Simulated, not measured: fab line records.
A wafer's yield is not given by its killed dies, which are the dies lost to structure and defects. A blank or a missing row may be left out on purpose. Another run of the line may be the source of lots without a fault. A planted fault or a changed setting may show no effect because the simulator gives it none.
8D (eight disciplines) problem report, filled in by code -- flow nandHarc -- the parts of the form that need people (team, actions taken, sign-off) are left out

1. THE PROBLEM
At NHARC_END_SORT_01, killedAtArray averages 672 over 9 wafers from 3 lots, while fault-free wafers read 46, standard deviation 16. Relative to the usual mean, that is a shift of +39 standard deviations.
First observed at day 28 20:07: wafer L741.1, on prober-01. Wafers with a number at this step in the record: 36, from 12 lots. By rule, "out" or "out of limits" means more than 4 standard deviations away from the usual mean. All remaining wafers that have a number are taken as sound.

2. WHAT IT IS, AND WHAT IT ISN'T
question,is,is not
which readings at this step,"killedAtArray, killedDies","killedAtOther, killedAtPeriphery, killedOpen, killedShort"
which lots,"L741, L743, L744","L732, L736, L739, L740, L742, L749, L750, L751, L752"
which wafers of those lots,all that have a number,-
read on which gauges,"prober-01, prober-02",-
when,from day 28 20:07,"up to then (12 sound wafers); but 15 sound wafers of L742, L749, L750, L751, L752 came after"

3. SUSPECTS, AND WHAT RULES EACH OUT
Counting: any tool at a process step up to the reading is kept as a suspect provided that every lot that is out went through it and no sound lot did after the first of them.
- the gauge at NHARC_END_SORT_01: ruled out. Those wafers that are out were read across 2 gauges (prober-01, prober-02).
- rieDiel-13 at NHARC_A_STAIRCASE_ETCHBACK_157 (etches the open film in CH3F/O2, target depth 90 nm, time 167.14 s): ruled out as a lasting fault. After its first lot that is out, L741 (day 23 18:15), sound lots L751, L750 ran on it.
Left after counting: nothing in the record.

4. THE CAUSE (what the simulator had put in)
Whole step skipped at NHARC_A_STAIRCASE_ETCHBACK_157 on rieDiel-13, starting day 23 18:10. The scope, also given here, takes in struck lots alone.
Counting ruled it out, wrongly: the rule takes a fault to strike every lot that its tool runs from its start on, and this one did not.

5. THE CHAIN OF EFFECTS, in route order
Rows list readings where the struck wafers' mean (over those with a number) sits beyond 3 standard deviations from the usual. Only readings whose record carries a usual standard deviation are examined. hours: median over the lots of the time between each lot's start at the first step of this table that gives one and its start at this step. sigmas: the change, counted in usual standard deviations.
hours,step,reading,usual,on struck wafers,change,sigmas
0,NHARC_END_SORT_01,killedAtArray,46,672,+626,+39
0,NHARC_END_SORT_01,killedDies,51,677,+626,+37
Readings that are blank on the struck wafers while sound wafers have them: biasW at NHARC_A_STAIRCASE_ETCHBACK_157; ch3fFlowSccm at NHARC_A_STAIRCASE_ETCHBACK_157; drypumpMotorCurrentA at NHARC_A_STAIRCASE_ETCHBACK_157; oesProductAu at NHARC_A_STAIRCASE_ETCHBACK_157; rfVppV at NHARC_A_STAIRCASE_ETCHBACK_157; showerheadPlenumPTorr at NHARC_A_STAIRCASE_ETCHBACK_157; throttleValvePct at NHARC_A_STAIRCASE_ETCHBACK_157.

6. HOW IT WOULD HAVE BEEN CAUGHT EARLIER
The first out-of-limits reading at a measuring or inspecting step in this record came at day 28 20:07, 122 hours after the fault's start at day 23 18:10.
At NHARC_A_STAIRCASE_ETCHBACK_157 the tool's readings are blank on the struck wafers, where sound wafers have them: an empty tool record is the first sign, and it was there at once.
